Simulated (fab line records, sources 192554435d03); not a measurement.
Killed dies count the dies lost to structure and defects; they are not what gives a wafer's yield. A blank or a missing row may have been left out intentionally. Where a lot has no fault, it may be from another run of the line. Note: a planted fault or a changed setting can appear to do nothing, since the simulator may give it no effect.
Matching of chambers :: flow n5Finfet :: N5_BEOL_M14_DEP_53 on pecvd-02 has 3 sister chambers
The step deposits SiCN from 3MS/NH3, target thk 50 nm, time 17.8 s. 27 wafers are shown with their chamber, then 12 later ones without.

== WAFERS WITH THEIR CHAMBER ==
wafer: L077.1
chamber: 1
throttleValvePct (%): 19.0
showerheadPlenumPTorr (Torr): 4.146

wafer: L077.2
chamber: 2
throttleValvePct (%): 17.4
showerheadPlenumPTorr (Torr): 4.201

wafer: L077.3
chamber: 0
throttleValvePct (%): 17.2
showerheadPlenumPTorr (Torr): 4.201

wafer: L077.4
chamber: 2
throttleValvePct (%): 17.6
showerheadPlenumPTorr (Torr): 4.204

wafer: L077.5
chamber: 1
throttleValvePct (%): 18.8
showerheadPlenumPTorr (Torr): 4.160

wafer: L077.6
chamber: 0
throttleValvePct (%): 16.9
showerheadPlenumPTorr (Torr): 4.184

wafer: L081.1
chamber: 1
throttleValvePct (%): 19.0
showerheadPlenumPTorr (Torr): 4.151

wafer: L081.4
chamber: 2
throttleValvePct (%): 17.7
showerheadPlenumPTorr (Torr): 4.194

wafer: L081.5
chamber: 0
throttleValvePct (%): 17.2
showerheadPlenumPTorr (Torr): 4.193

wafer: L082.2
chamber: 1
throttleValvePct (%): 18.9
showerheadPlenumPTorr (Torr): 4.159

wafer: L082.4
chamber: 1
throttleValvePct (%): 19.3
showerheadPlenumPTorr (Torr): 4.158

wafer: L082.5
chamber: 0
throttleValvePct (%): 17.2
showerheadPlenumPTorr (Torr): 4.193

wafer: L084.1
chamber: 2
throttleValvePct (%): 17.5
showerheadPlenumPTorr (Torr): 4.194

wafer: L084.2
chamber: 0
throttleValvePct (%): 17.3
showerheadPlenumPTorr (Torr): 4.201

wafer: L084.4
chamber: 0
throttleValvePct (%): 17.5
showerheadPlenumPTorr (Torr): 4.199

wafer: L085.2
chamber: 0
throttleValvePct (%): 17.4
showerheadPlenumPTorr (Torr): 4.193

wafer: L085.3
chamber: 1
throttleValvePct (%): 19.2
showerheadPlenumPTorr (Torr): 4.162

wafer: L085.6
chamber: 1
throttleValvePct (%): 19.1
showerheadPlenumPTorr (Torr): 4.157

wafer: L089.2
chamber: 2
throttleValvePct (%): 17.7
showerheadPlenumPTorr (Torr): 4.199

wafer: L089.5
chamber: 2
throttleValvePct (%): 17.9
showerheadPlenumPTorr (Torr): 4.202

wafer: L089.6
chamber: 0
throttleValvePct (%): 17.3
showerheadPlenumPTorr (Torr): 4.201

wafer: L090.2
chamber: 0
throttleValvePct (%): 17.2
showerheadPlenumPTorr (Torr): 4.202

wafer: L090.3
chamber: 2
throttleValvePct (%): 17.7
showerheadPlenumPTorr (Torr): 4.188

wafer: L090.5
chamber: 2
throttleValvePct (%): 17.9
showerheadPlenumPTorr (Torr): 4.205

wafer: L094.1
chamber: 1
throttleValvePct (%): 19.1
showerheadPlenumPTorr (Torr): 4.165

wafer: L094.2
chamber: 2
throttleValvePct (%): 18.0
showerheadPlenumPTorr (Torr): 4.206

wafer: L094.3
chamber: 0
throttleValvePct (%): 17.2
showerheadPlenumPTorr (Torr): 4.189

SIGNATURES (averages over the wafers above)
reading: throttleValvePct
chamber 0: 17.240
chamber 1: 19.050
chamber 2: 17.711
scatter within a chamber: 0.172

reading: showerheadPlenumPTorr
chamber 0: 4.19560
chamber 1: 4.15725
chamber 2: 4.19922
scatter within a chamber: 0.00609
Rule: for each reading, subtract the chamber's mean from the wafer's reading, divide by that reading's scatter and square the result; add these up over the readings and take the root, which gives the wafer's distance from the chamber. The wafer belongs to the nearest chamber; if the next one is less than 2 further off, it can't be placed. How the scatter is found: for the shown wafers, subtract from each reading the mean of its chamber, square and add these, divide the total by (wafers less chambers), then take the root.

== WAFERS WITH NO CHAMBER GIVEN ==
wafer: L094.4
throttleValvePct (%): 17.4
showerheadPlenumPTorr (Torr): 4.192

wafer: L094.5
throttleValvePct (%): 17.7
showerheadPlenumPTorr (Torr): 4.196

wafer: L094.6
throttleValvePct (%): 18.8
showerheadPlenumPTorr (Torr): 4.150

wafer: L093.2
throttleValvePct (%): 17.3
showerheadPlenumPTorr (Torr): 4.205

wafer: L093.3
throttleValvePct (%): 17.4
showerheadPlenumPTorr (Torr): 4.191

wafer: L093.6
throttleValvePct (%): 17.9
showerheadPlenumPTorr (Torr): 4.197

wafer: L095.1
throttleValvePct (%): 17.5
showerheadPlenumPTorr (Torr): 4.196

wafer: L095.2
throttleValvePct (%): 17.7
showerheadPlenumPTorr (Torr): 4.192

wafer: L095.3
throttleValvePct (%): 17.3
showerheadPlenumPTorr (Torr): 4.174

wafer: L095.4
throttleValvePct (%): 18.0
showerheadPlenumPTorr (Torr): 4.192

wafer: L095.5
throttleValvePct (%): 17.8
showerheadPlenumPTorr (Torr): 4.203

wafer: L095.6
throttleValvePct (%): 17.3
showerheadPlenumPTorr (Torr): 4.204

== THE CHAMBER EACH PASSED THROUGH ==
wafer: L094.4
from the rows above: can't be placed: 0 or 2
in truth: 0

wafer: L094.5
from the rows above: 2
in truth: 2

wafer: L094.6
from the rows above: 1
in truth: 1

wafer: L093.2
from the rows above: can't be placed: 0 or 2
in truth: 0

wafer: L093.3
from the rows above: can't be placed: 0 or 2
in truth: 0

wafer: L093.6
from the rows above: 2
in truth: 2

wafer: L095.1
from the rows above: can't be placed: 2 or 0
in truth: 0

wafer: L095.2
from the rows above: can't be placed: 2 or 0
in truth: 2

wafer: L095.3
from the rows above: can't be placed: 0 or 2
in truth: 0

wafer: L095.4
from the rows above: 2
in truth: 2

wafer: L095.5
from the rows above: 2
in truth: 2

wafer: L095.6
from the rows above: can't be placed: 0 or 2
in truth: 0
Placed correctly: 5 of 12. These rows do not allow placing 7 (true chamber among the candidates in 7). 0 placed wrongly.
